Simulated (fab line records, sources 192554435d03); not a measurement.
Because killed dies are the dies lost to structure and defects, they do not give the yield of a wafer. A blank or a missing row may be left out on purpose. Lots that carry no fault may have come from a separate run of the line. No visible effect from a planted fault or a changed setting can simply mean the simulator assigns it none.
fab line records	flow n5_finfet
record lots=7	wafers=21
route steps=1938 shown ZERO_LAYER@6 PMOS_HMC_CHANNEL_EPI@63 FIN_SAQP@125 DUMMY_GATE@243 SD_EPI_N@273 ILD0@338
start_h: the number of hours between the record's first day and the start of the first shown wafer of the lot	wait_h: time in hours since the lot's previous step	" unchanged from the row above	L1.1+2: one row covering several wafers at once	- no value present, or no start provided	* or withheld: withheld	< > ~ a bound
route shown NAME@n: names a module that has steps shown in the file, with the first one's number in the route	usual: mean and standard deviation over wafers with no fault	same: alike in all rows	chamber/n: place in a boat	sites: readings site by site	_std_site: their standard deviation	_edge_site: outer sites' mean less inner sites'	radius_mm: how far each site lies from the wafer's centre	mask NAME#n: copy n	behind: tool/chamber where the wafer was last shaped	hold: what put the lot on hold/how long, in hours/how the hold closed	device: the n, p or np transistor that did not switch	end of line: the route-end tests of the same wafers	for a step that has no rows: nothing shown but its recipe	killed: count of dies lost to structure and defects at first sort (not the wafer's yield)	map: per-die view of a wafer (x killed, . not killed, _ where there is no die)
set.NAME: the run value of the setting; set.NAME@STEP: its run value at that earlier step	model.NAME: the simulator's own value behind a step, which no gauge read
lots where settings were altered on purpose, with a table for each step and a row for each wafer
## steps
# step N5_ZERO_LAYER_COAT_05
# recipe spin_rpm=1500	resist_thk_nm=1000
lot.wafer	tool	chamber	start_h	wait_h	set.spin_rpm	model.coat_of_ZERO_LAYER_COAT_05.thk_nm
L075.2	litho_track-05	0	-	-	1500	999.6
L075.3	"	0	"	"	1582	978.5
L075.5	"	0	"	"	1582	973
L076.2	litho_track-05	0	-	-	1500	1000
L076.3	"	0	"	"	1500	996.3
L076.6	"	0	"	"	1500	998.6
L080.2	litho_track-03	0	-	-	1500	997.6
L080.3+5	"	0	"	"	1500	1000
L082.3	litho_track-05	0	-	-	1500	999
L082.4	"	0	"	"	1500	998.7
L082.6	"	0	"	"	1500	999.9
L085.2	litho_track-05	0	-	-	1500	998.7
L085.3	"	0	"	"	1591	968.8
L085.4	"	0	"	"	1500	999.6
L086.1+5	litho_track-02	0	-	-	1500	1003
L086.4	"	0	"	"	1396	1041
L096.1	litho_track-02	0	-	-	1364	1051
L096.4	"	0	"	"	1500	999.4
L096.6	"	0	"	"	1500	1002
# step N5_ZERO_LAYER_EXPOSE_08
# recipe mask_id=ZERO	na=0.55	source_shape=conventional	sigma_outer=0.8	polarization=unpolarized	defocus_nm=0	target_cd_nm=2000	dose_mj=16.2
lot.wafer	tool	chamber	start_h	wait_h	mask	set.dose_mj
L075.2+3+5	krf_scanner-01	0	18.60	-	ZERO#0	16.2
L076.2+6	krf_scanner-02	0	24.62	-	ZERO#0	16.59
L076.3	"	0	"	"	ZERO#0	16.2
L080.2+5	krf_scanner-01	0	48.49	-	ZERO#0	15.81
L080.3	"	0	"	"	ZERO#0	16.2
L082.3+4+6	krf_scanner-01	0	60.50	-	ZERO#0	16.2
L085.2+3+4	krf_scanner-01	0	78.60	-	ZERO#0	16.2
L086.1+4	krf_scanner-02	0	84.61	-	ZERO#0	16.2
L086.5	"	0	"	"	ZERO#0	16.98
L096.1+4+6	krf_scanner-02	0	144.46	-	ZERO#0	16.67
# step N5_ZERO_LAYER_PEB_09
# recipe peb_temp_c=withheld	peb_time_s=*
# step N5_ZERO_LAYER_DEVELOP_10
# recipe develop_time_s=60	rinse_liquid=diw	dry=air_spin	dev_temp_c=21
# step N5_ZERO_LAYER_HARDBAKE_23
# recipe temp_c=130	time_s=120
# step N5_ZERO_LAYER_CD_MEAS_11
# recipe target_cd_nm=2000	landing_energy_ev=500	detector=se_inlens
# usual cd_nm=2000.5/1.5
lot.wafer	tool	chamber	start_h	wait_h	set.dose_mj@ZERO_LAYER_EXPOSE_08	cd_nm
L075.2	cd_sem-02	0	18.77	-	16.2	2000.7
L075.3	"	0	"	"	16.2	2002.1
L075.5	"	0	"	"	16.2	2003.4
L076.2	cd_sem-01	0	24.79	-	16.59	2004.0
L076.3	"	0	"	"	16.2	2000.6
L076.6	"	0	"	"	16.59	2004.2
L080.2	cd_sem-03	0	48.66	-	15.81	1996.5
L080.3	"	0	"	"	16.2	1999.8
L080.5	"	0	"	"	15.81	1996.0
L082.3	cd_sem-02	0	60.67	-	16.2	2002.5
L082.4	"	0	"	"	16.2	2001.4
L082.6	"	0	"	"	16.2	2000.6
L085.2	cd_sem-02	0	78.77	-	16.2	2002.7
L085.3	"	0	"	"	16.2	2003.8
L085.4	"	0	"	"	16.2	2002.6
L086.1	cd_sem-03	0	84.78	-	16.2	2002.5
L086.4	"	0	"	"	16.2	2001.2
L086.5	"	0	"	"	16.98	2009.4
L096.1	cd_sem-03	0	144.64	-	16.67	2000.9
L096.4	"	0	"	"	16.67	2005.2
L096.6	"	0	"	"	16.67	2004.5
# step N5_ZERO_LAYER_DESCUM_16
# recipe chemistry=O2	time_s=7.9	source_power_w=50	bias_power_w=20	pressure_mtorr=20	rf_frequency_hz=2.712e+07	temp_c=40	o2_flow_sccm=225
# step N5_ZERO_LAYER_ETCH_17
# recipe chemistry=CF4	target=SiO2	target_depth_a=120	time_s=13.3	ion_energy_ev=350	pressure_mtorr=40	source_w=450	bias_w=215	Ar_flow_sccm=100	cf4_flow_sccm=100
# step N5_ZERO_LAYER_ETCH_18
# recipe chemistry=HBr/Cl2	target=Si	target_depth_a=1200	time_s=40	pressure_mtorr=10	icp_w=800	bias_w=75	HBr_flow_sccm=150	Cl2_flow_sccm=80
lot.wafer	tool	chamber	start_h	wait_h	set.spin_rpm@ZERO_LAYER_COAT_05	model.coat_of_ZERO_LAYER_COAT_05.thk_nm
L075.2	rie_si-04	2	18.91	0.0	1500	929.7
L075.3	"	1	"	"	1582	908.1
L075.5	"	3	"	"	1582	903.6
L076.2	rie_si-04	0	24.94	0.0	1500	930
L076.3	"	1	"	"	1500	925.7
L076.6	"	1	"	"	1500	928.1
L080.2	rie_si-04	2	48.85	0.0	1500	927.7
L080.3	"	0	"	"	1500	930.1
L080.5	"	1	"	"	1500	929.2
L082.3	rie_si-01	2	60.84	0.0	1500	929.3
L082.4	"	3	"	"	1500	928.7
L082.6	"	1	"	"	1500	929.7
L085.2	rie_si-04	3	78.92	0.0	1500	929.2
L085.3	"	2	"	"	1591	899.2
L085.4	"	1	"	"	1500	929.3
L086.1	rie_si-01	2	84.93	0.0	1500	933.6
L086.4	"	3	"	"	1396	971.6
L086.5	"	0	"	"	1500	933.2
L096.1	rie_si-03	1	144.79	0.0	1364	981.3
L096.4	"	2	"	"	1500	929.5
L096.6	"	3	"	"	1500	931.4
# step N5_ZERO_LAYER_STRIP_24
# recipe chemistry=O2	power_w=1000	temp_c=250	overash_fraction=0.3	pressure_mtorr=1000	o2_flow_sccm=6750
# usual strip_time_to_endpoint_s=43.85/0.082
lot.wafer	tool	chamber	start_h	wait_h	set.spin_rpm@ZERO_LAYER_COAT_05	strip_time_to_endpoint_s
L075.2	plasma_asher-01	0	19.02	0.1	1500	43.82
L075.3	"	1	"	"	1582	43.18
L075.5	"	1	"	"	1582	43.04
L076.2	plasma_asher-01	1	25.04	0.1	1500	43.85
L076.3	"	1	"	"	1500	43.71
L076.6	"	1	"	"	1500	43.77
L080.2	plasma_asher-02	0	48.95	0.1	1500	43.76
L080.3	"	1	"	"	1500	43.83
L080.5	"	0	"	"	1500	43.81
L082.3	plasma_asher-01	1	60.97	0.1	1500	43.82
L082.4	"	0	"	"	1500	43.81
L082.6	"	0	"	"	1500	43.83
L085.2	plasma_asher-01	1	79.02	0.1	1500	43.81
L085.3	"	0	"	"	1591	42.92
L085.4	"	1	"	"	1500	43.80
L086.1	plasma_asher-01	0	85.03	0.1	1500	43.93
L086.4	"	0	"	"	1396	45.07
L086.5	"	0	"	"	1500	43.93
L096.1	plasma_asher-02	1	145.02	0.2	1364	45.37
L096.4	"	0	"	"	1500	43.83
L096.6	"	0	"	"	1500	43.87
# step N5_PMOS_HMC_CHANNEL_EPI_PEB_07
# recipe peb_temp_c=110	peb_time_s=60	resist=CAR-ArF-block
lot.wafer	tool	chamber	start_h	wait_h	set.peb_temp_c
L075.2+3+5	litho_track-01	0	23.05	0.0	110
L076.2+3	litho_track-03	0	30.19	0.0	108.8
L076.6	"	0	"	"	110
L080.2+5	litho_track-03	0	53.16	0.0	110
L080.3	"	0	"	"	112.8
L082.3+4+6	litho_track-01	0	65.52	0.0	110
L085.2	litho_track-05	0	83.68	0.0	110
L085.3+4	"	0	"	"	111.4
L086.1+5	litho_track-05	0	88.96	0.1	110
L086.4	"	0	"	"	113.1
L096.1+4	litho_track-01	0	150.14	0.1	108.8
L096.6	"	0	"	"	110
# step N5_PMOS_HMC_CHANNEL_EPI_DEVELOP_08
# recipe develop_time_s=30	developer=TMAH	resist=CAR-ArF-block	dev_temp_c=23	rinse_liquid=diw	dry=air_spin
lot.wafer	tool	chamber	start_h	wait_h	set.develop_time_s
L075.2+5	litho_track-01	0	-	-	30
L075.3	"	0	"	"	33.65
L076.2+6	litho_track-03	0	-	-	30
L076.3	"	0	"	"	35.09
L080.2+3+5	litho_track-03	0	-	-	30
L082.3+4+6	litho_track-01	0	-	-	30
L085.2+3+4	litho_track-05	0	-	-	30
L086.1+4+5	litho_track-05	0	-	-	33.3
L096.1+6	litho_track-01	0	-	-	30
L096.4	"	0	"	"	27.02
# step N5_PMOS_HMC_CHANNEL_EPI_CD_MEAS_09
# recipe target_cd_nm=237.4	landing_energy_ev=500	detector=se_inlens
# usual cd_nm=237.7/0.99
lot.wafer	tool	chamber	start_h	wait_h	set.peb_temp_c@PMOS_HMC_CHANNEL_EPI_PEB_07	cd_nm
L075.2	cd_sem-02	0	23.12	-	110	237.2
L075.3	"	0	"	"	110	238.3
L075.5	"	0	"	"	110	238.5
L076.2	cd_sem-03	0	30.25	-	108.8	234.6
L076.3	"	0	"	"	108.8	234.1
L076.6	"	0	"	"	110	237.2
L080.2	cd_sem-03	0	53.23	-	110	237.2
L080.3	"	0	"	"	112.8	244.2
L080.5	"	0	"	"	110	238.0
L082.3	cd_sem-02	0	65.59	-	110	237.0
L082.4	"	0	"	"	110	236.9
L082.6	"	0	"	"	110	237.1
L085.2	cd_sem-01	0	83.75	-	110	237.8
L085.3	"	0	"	"	111.4	242.7
L085.4	"	0	"	"	111.4	241.9
L086.1	cd_sem-02	0	89.03	-	110	237.4
L086.4	"	0	"	"	113.1	245.5
L086.5	"	0	"	"	110	237.7
L096.1	cd_sem-02	0	150.21	-	108.8	235.6
L096.4	"	0	"	"	108.8	235.5
L096.6	"	0	"	"	110	238.5
# step N5_PMOS_HMC_CHANNEL_EPI_DESCUM_14
# recipe chemistry=O2	time_s=7.9	source_power_w=50	bias_power_w=20	pressure_mtorr=20	rf_frequency_hz=2.712e+07	temp_c=40	resist=CAR-ArF-block	o2_flow_sccm=225
lot.wafer	tool	chamber	start_h	wait_h	set.peb_temp_c@PMOS_HMC_CHANNEL_EPI_PEB_07	model.PMOS_HMC_CHANNEL_EPI.cd_nm
L075.2	rie_diel-01	3	23.21	0.0	110	237.5
L075.3	"	2	"	"	110	238.2
L075.5	"	3	"	"	110	238.3
L076.2	rie_diel-03	0	30.35	0.0	108.8	234.9
L076.3	"	2	"	"	108.8	234.1
L076.6	"	1	"	"	110	237.1
L080.2	rie_diel-03	1	53.31	0.0	110	237.1
L080.3	"	0	"	"	112.8	244.6
L080.5	"	2	"	"	110	-
L082.3	rie_diel-05	2	65.68	0.0	110	236.6
L082.4	"	0	"	"	110	236.8
L082.6	"	1	"	"	110	237.2
L085.2	rie_diel-05	0	83.83	0.0	110	237.8
L085.3	"	1	"	"	111.4	242.5
L085.4	"	2	"	"	111.4	241.7
L086.1	rie_diel-03	2	89.20	0.1	110	237.4
L086.4	"	3	"	"	113.1	245.7
L086.5	"	3	"	"	110	237.6
L096.1	rie_diel-05	1	150.30	0.0	108.8	235.7
L096.4	"	3	"	"	108.8	235.6
L096.6	"	0	"	"	110	238.6
# step N5_FIN_SAQP_SPACER1_ALD_24
# recipe material=SiO2	target_thk_a=203	temp_c=300	ald_precursor_family=BDEAS	ald_co_reactant=O2-plasma	pulse_time_s=1	purge_time_s=2	co_reactant_purge_time_s=2	ald_cycles=218	pressure_torr=2
lot.wafer	tool	chamber	start_h	wait_h	set.ald_cycles	model.SiO2_of_FIN_SAQP_SPACER1_ALD_24.thk_nm
L075.2+3+5	ald_sin-04	1,2,0	28.53	0.4	218	20.2
L076.2+3	ald_sin-02	0,3	36.41	0.3	192	17.8
L076.6	"	2	"	"	218	20.2
L080.2+3	ald_sin-03	1,0	59.46	0.3	241	22.6
L080.5	"	2	"	"	218	20.4
L082.3+4+6	ald_sin-03	1,3,0	71.68	0.1	218	20.2
L085.2	ald_sin-02	2	91.46	2.0	232	21.6
L085.3	"	0	"	"	232	21.4
L085.4	"	3	"	"	218	20.2
L086.1+4	ald_sin-04	0,3	94.60	0.3	235	21.8
L086.5	"	2	"	"	218	20.2
L096.1+6	ald_sin-02	1	158.69	0.7	218	20.4
L096.4	"	0	"	"	218	20.2
# step N5_FIN_SAQP_SPACER1_ETCHBACK_25
# recipe chemistry=CHF3/O2	mode=anisotropic_etchback	target=SiO2	target_depth_a=244	time_s=12.2	pressure_mtorr=30	source_w=650	bias_w=170	Ar_flow_sccm=200	CHF3_flow_sccm=50	O2_flow_sccm=5	ion_energy_ev=200
# step N5_FIN_SAQP_MANDREL1_REMOVE_56
# recipe chemistry=HBr/Cl2/O2	bt_time_s=10	target=a-Si	stop_on=SiNx	endpoint=OES-SiCl	over_etch_frac=1	icp_w=600	bias_w=22	HBr_flow_sccm=150	Cl2_flow_sccm=80	O2_flow_sccm=5	pressure_mtorr=10
lot.wafer	tool	chamber	start_h	wait_h	set.ald_cycles@FIN_SAQP_SPACER1_ALD_24	model.FIN_SAQP.cd_nm
L075.2+3	rie_si-01	2,3	29.54	0.1	218	20.2
L075.5	"	3	"	"	218	20.4
L076.2	rie_si-04	2	37.21	0.1	192	17.8
L076.3	"	1	"	"	192	18
L076.6	"	2	"	"	218	20.2
L080.2+3	rie_si-01	3,0	60.27	0.1	241	22.6
L080.5	"	2	"	"	218	20.4
L082.3+4+6	rie_si-01	2,1,0	72.48	0.1	218	20.2
L085.2	rie_si-03	1	92.26	0.1	232	21.6
L085.3	"	2	"	"	232	21.4
L085.4	"	3	"	"	218	20.2
L086.1	rie_si-01	3	95.41	0.1	235	22
L086.4	"	0	"	"	235	21.8
L086.5	"	2	"	"	218	20.2
L096.1+6	rie_si-01	3	159.51	0.1	218	20.4
L096.4	"	1	"	"	218	20.2
# step N5_FIN_SAQP_CD_MEAS_27
# recipe target_cd_nm=20	landing_energy_ev=1000	detector=se_inlens	polarity=line
# usual cd_nm=20.31/0.23
lot.wafer	tool	chamber	start_h	wait_h	set.ald_cycles@FIN_SAQP_SPACER1_ALD_24	cd_nm
L075.2	cd_sem-02	0	29.65	0.1	218	20.29
L075.3	"	0	"	"	218	20.53
L075.5	"	0	"	"	218	20.18
L076.2	cd_sem-02	0	37.32	0.1	192	17.53
L076.3	"	0	"	"	192	17.96
L076.6	"	0	"	"	218	19.68
L080.2	cd_sem-03	0	60.38	0.1	241	22.63
L080.3	"	0	"	"	241	22.77
L080.5	"	0	"	"	218	20.43
L082.3	cd_sem-02	0	72.60	0.1	218	19.92
L082.4	"	0	"	"	218	19.98
L082.6	"	0	"	"	218	20.46
L085.2	cd_sem-03	0	92.37	0.1	232	21.19
L085.3	"	0	"	"	232	21.19
L085.4	"	0	"	"	218	20.25
L086.1	cd_sem-02	0	95.52	0.1	235	21.93
L086.4	"	0	"	"	235	21.62
L086.5	"	0	"	"	218	20.18
L096.1	cd_sem-02	0	159.61	0.1	218	20.51
L096.4	"	0	"	"	218	20.39
L096.6	"	0	"	"	218	20.42
# step N5_FIN_SAQP_ETCH_65
# recipe chemistry=CF4	target=SiO2	target_depth_a=40	ion_energy_ev=350	time_s=4.4	pressure_mtorr=10	icp_w=800	bias_w=400	cf4_flow_sccm=80
lot.wafer	tool	chamber	start_h	wait_h	set.time_s	model.etch.depth_nm
L075.2	rie_si-03	1	29.80	0.1	4.4	3.91
L075.3	"	3	"	"	4.4	4.027
L075.5	"	0	"	"	4.4	4.021
L076.2	rie_si-01	3	37.48	0.1	4.4	3.915
L076.3	"	2	"	"	4.974	4.548
L076.6	"	3	"	"	4.4	3.897
L080.2	rie_si-01	1	60.53	0.1	3.427	3.151
L080.3	"	2	"	"	4.4	4.021
L080.5	"	0	"	"	3.427	3.148
L082.3	rie_si-03	1	72.75	0.1	4.4	3.934
L082.4	"	2	"	"	4.4	4.037
L082.6	"	0	"	"	4.4	4.055
L085.2	rie_si-04	3	92.53	0.1	4.4	3.983
L085.3	"	0	"	"	3.944	3.611
L085.4	"	2	"	"	4.4	4.009
L086.1	rie_si-04	3	95.68	0.1	4.4	4.044
L086.4	"	0	"	"	4.4	4.05
L086.5	"	0	"	"	3.646	3.351
L096.1	rie_si-03	1	159.77	0.1	4.922	4.336
L096.4	"	3	"	"	4.922	4.445
L096.6	"	3	"	"	4.4	4.031
# step N5_DUMMY_GATE_ETCH_31
# recipe chemistry=C4F6/O2	target=SiO2	mask_material=SOC	target_depth_a=825	time_s=27.5	ion_energy_ev=250	pressure_mtorr=30	source_w=345	bias_w=185	Ar_flow_sccm=300	C4F6_flow_sccm=10	O2_flow_sccm=10
lot.wafer	tool	chamber	start_h	wait_h	set.target_depth_a	model.etch.depth_nm
L075.2	rie_diel-05	0	51.55	0.1	756	75.37
L075.3	"	1	"	"	825	82.66
L075.5	"	0	"	"	756	75.21
L076.2	rie_diel-01	0	60.31	0.1	825	82.95
L076.3	"	2	"	"	825	83.67
L076.6	"	1	"	"	825	82.38
L080.2	rie_diel-03	0	84.57	0.2	775.1	75.95
L080.3	"	1	"	"	825	80.56
L080.5	"	0	"	"	775.1	75.68
L082.3	rie_diel-03	1	94.91	0.0	825	80.76
L082.4	"	2	"	"	825	82
L082.6	"	0	"	"	825	82.21
L085.2	rie_diel-03	3	114.62	0.0	825	82.35
L085.3	"	2	"	"	825	82.29
L085.4	"	1	"	"	825	81.01
L086.1	rie_diel-05	1	120.15	0.0	744.8	73.9
L086.4	"	1	"	"	744.8	74.45
L086.5	"	1	"	"	744.8	73.68
L096.1	rie_diel-05	0	181.60	0.0	778.7	77.22
L096.4	"	2	"	"	825	84.47
L096.6	"	0	"	"	825	82.15
# step N5_DUMMY_GATE_ETCH_32
# recipe chemistry=CF4	target=SiO2	target_depth_a=35	time_s=3.9	ion_energy_ev=350	pressure_mtorr=10	icp_w=800	bias_w=400	cf4_flow_sccm=80
lot.wafer	tool	chamber	start_h	wait_h	set.time_s	model.etch.depth_nm
L075.2	rie_si-02	2	51.79	0.1	3.9	3.378
L075.3	"	1	"	"	3.9	3.501
L075.5	"	0	"	"	3.9	3.442
L076.2	rie_si-06	1	60.56	0.1	3.9	3.489
L076.3	"	2	"	"	3.9	3.498
L076.6	"	1	"	"	3.9	3.506
L080.2	rie_si-05	1	84.82	0.1	3.9	3.56
L080.3	"	0	"	"	3.9	3.546
L080.5	"	3	"	"	3.9	3.533
L082.3	rie_si-02	0	95.15	0.1	3.9	3.533
L082.4	"	1	"	"	3.9	3.535
L082.6	"	1	"	"	3.9	3.552
L085.2	rie_si-05	2	114.86	0.1	3.165	2.839
L085.3	"	1	"	"	3.165	2.864
L085.4	"	0	"	"	3.165	2.895
L086.1	rie_si-02	1	120.51	0.2	3.9	3.525
L086.4	"	2	"	"	3.9	3.42
L086.5	"	1	"	"	4.397	3.955
L096.1	rie_si-06	0	181.85	0.1	3.9	3.493
L096.4	"	3	"	"	3.9	3.553
L096.6	"	1	"	"	3.432	3.075
# step N5_SD_EPI_N_DESCUM_14
# recipe chemistry=O2	time_s=7.9	source_power_w=50	bias_power_w=20	pressure_mtorr=20	rf_frequency_hz=2.712e+07	temp_c=40	resist=CAR-ArF-block	o2_flow_sccm=225
lot.wafer	tool	chamber	start_h	wait_h	set.time_s	model.CAR-ArF-block_of_SD_EPI_N_COAT_03.thk_nm
L075.2+3	rie_diel-04	2,1	53.37	0.0	7.9	143.8
L075.5	"	1	"	"	7.9	143.4
L076.2	rie_diel-04	0	62.02	0.0	7.9	143.6
L076.3	"	2	"	"	6.601	144.8
L076.6	"	2	"	"	7.9	143
L080.2	rie_diel-06	0	88.13	0.0	6.992	144
L080.3	"	3	"	"	7.9	143.6
L080.5	"	3	"	"	6.992	144.2
L082.3	rie_diel-06	3	97.00	0.0	7.9	143.6
L082.4	"	1	"	"	7.9	142.8
L082.6	"	3	"	"	7.9	143.4
L085.2	rie_diel-02	2	116.81	0.1	7.9	143.8
L085.3	"	1	"	"	7.9	144
L085.4	"	3	"	"	9.658	142.6
L086.1+4	rie_diel-02	3,0	121.98	0.0	7.9	144.2
L086.5	"	0	"	"	7.9	144.4
L096.1+6	rie_diel-02	2,1	184.06	0.0	7.9	143.8
L096.4	"	0	"	"	6.774	144.6
# step N5_SD_EPI_N_ETCH_34
# recipe chemistry=CF4	target=SiARC	target_depth_a=455	mask_material=CAR-ArF-block	time_s=75.8	ion_energy_ev=80	pressure_mtorr=40	source_w=545	bias_w=36	Ar_flow_sccm=100	cf4_flow_sccm=100	ends=cleared
lot.wafer	tool	chamber	start_h	wait_h	set.time_s@SD_EPI_N_DESCUM_14	model.CAR-ArF-block_of_SD_EPI_N_COAT_03.thk_nm
L075.2+3	rie_diel-04	2,1	53.40	0.0	7.9	111.2
L075.5	"	1	"	"	7.9	111
L076.2	rie_diel-04	0	62.06	0.0	7.9	111
L076.3	"	2	"	"	6.601	112.2
L076.6	"	2	"	"	7.9	110.4
L080.2	rie_diel-06	0	88.16	0.0	6.992	111.6
L080.3	"	3	"	"	7.9	111.2
L080.5	"	3	"	"	6.992	112
L082.3	rie_diel-06	3	97.03	0.0	7.9	111
L082.4	"	1	"	"	7.9	110.2
L082.6	"	3	"	"	7.9	110.8
L085.2+3	rie_diel-02	2,1	116.84	0.0	7.9	111.4
L085.4	"	3	"	"	9.658	110
L086.1+4+5	rie_diel-02	3,0,0	122.01	0.0	7.9	111.8
L096.1+6	rie_diel-02	2,1	184.10	0.0	7.9	111.2
L096.4	"	0	"	"	6.774	111.8
# step N5_ILD0_CMP_03
# recipe stop_on=SiNx	t_overpolish_s=1.9	post_cmp_clean=alkaline_brush	down_force_psi=4.1491	platen_rpm=51.796	pad_velocity_m_s=1.0306	target_thk_nm=197.38
# usual time_to_endpoint_s=74/3.8
lot.wafer	tool	chamber	start_h	wait_h	set.down_force_psi	time_to_endpoint_s
L075.2	cmp-04	0	65.52	0.0	4.867	62
L075.3	"	1	"	"	4.867	63
L075.5	"	0	"	"	4.1491	72
L076.3	cmp-01	0	73.34	0.0	4.551	68
L076.2	"	3	"	"	4.551	68
L076.6	"	1	"	"	4.1491	77
L080.2	cmp-03	1	99.84	0.0	4.1491	71
L080.3	"	2	"	"	3.405	90
L080.5	"	1	"	"	3.405	90
L082.3	cmp-03	1	108.71	0.1	4.1491	74
L082.4	"	2	"	"	4.1491	70
L082.6	"	0	"	"	4.1491	71
L085.2	cmp-01	2	129.11	0.0	4.1491	78
L085.3	"	0	"	"	4.413	74
L085.4	"	1	"	"	4.413	76
L086.1	cmp-01	2	134.09	0.1	4.1491	70
L086.4	"	0	"	"	4.1491	67
L086.5	"	1	"	"	4.1491	69
L096.1	cmp-04	2	197.61	0.0	3.521	87
L096.4	"	1	"	"	4.1491	74
L096.6	"	2	"	"	4.1491	71
## key
split step=N5_ZERO_LAYER_COAT_05	setting=spin_rpm	stated=1500	by=wafer
response step=N5_ZERO_LAYER_COAT_05	reading=model.coat_of_ZERO_LAYER_COAT_05.thk_nm	change=-5.22	per=1%	r=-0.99
response step=N5_ZERO_LAYER_ETCH_18	reading=model.coat_of_ZERO_LAYER_COAT_05.thk_nm	change=-5.28	per=1%	r=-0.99
response step=N5_ZERO_LAYER_STRIP_24	reading=strip_time_to_endpoint_s	change=*	per=1%	r=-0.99
split step=N5_ZERO_LAYER_EXPOSE_08	setting=dose_mj	stated=16.2	by=wafer
response step=N5_ZERO_LAYER_CD_MEAS_11	reading=cd_nm	change=+1.55	per=1%	r=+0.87
split step=N5_PMOS_HMC_CHANNEL_EPI_PEB_07	setting=peb_temp_c	stated=110	by=wafer
response step=N5_PMOS_HMC_CHANNEL_EPI_CD_MEAS_09	reading=cd_nm	change=+2.79	per=1%	r=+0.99
response step=N5_PMOS_HMC_CHANNEL_EPI_DESCUM_14	reading=model.PMOS_HMC_CHANNEL_EPI.cd_nm	change=+2.9	per=1%	r=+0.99
split step=N5_PMOS_HMC_CHANNEL_EPI_DEVELOP_08	setting=develop_time_s	stated=30	by=wafer
response none clear
split step=N5_FIN_SAQP_SPACER1_ALD_24	setting=ald_cycles	stated=218	by=wafer
response step=N5_FIN_SAQP_SPACER1_ALD_24	reading=model.SiO2_of_FIN_SAQP_SPACER1_ALD_24.thk_nm	change=+0.204	per=1%	r=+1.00
response step=N5_FIN_SAQP_MANDREL1_REMOVE_56	reading=model.FIN_SAQP.cd_nm	change=+0.203	per=1%	r=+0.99
response step=N5_FIN_SAQP_CD_MEAS_27	reading=cd_nm	change=+0.184	per=1%	r=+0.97
split step=N5_FIN_SAQP_ETCH_65	setting=time_s	stated=4.4	by=wafer
response step=N5_FIN_SAQP_ETCH_65	reading=model.etch.depth_nm	change=+0.0398	per=1%	r=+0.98
split step=N5_DUMMY_GATE_ETCH_31	setting=target_depth_a	stated=825	by=wafer
response step=N5_DUMMY_GATE_ETCH_31	reading=model.etch.depth_nm	change=+0.902	per=1%	r=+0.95
split step=N5_DUMMY_GATE_ETCH_32	setting=time_s	stated=3.9	by=wafer
response step=N5_DUMMY_GATE_ETCH_32	reading=model.etch.depth_nm	change=+0.0376	per=1%	r=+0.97
split step=N5_SD_EPI_N_DESCUM_14	setting=time_s	stated=7.9	by=wafer
response step=N5_SD_EPI_N_DESCUM_14	reading=model.CAR-ArF-block_of_SD_EPI_N_COAT_03.thk_nm	change=-0.0643	per=1%	r=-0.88
response step=N5_SD_EPI_N_ETCH_34	reading=model.CAR-ArF-block_of_SD_EPI_N_COAT_03.thk_nm	change=-0.0647	per=1%	r=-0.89
split step=N5_ILD0_CMP_03	setting=down_force_psi	stated=4.1491	by=wafer
response step=N5_ILD0_CMP_03	reading=time_to_endpoint_s	change=*	per=1%	r=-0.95
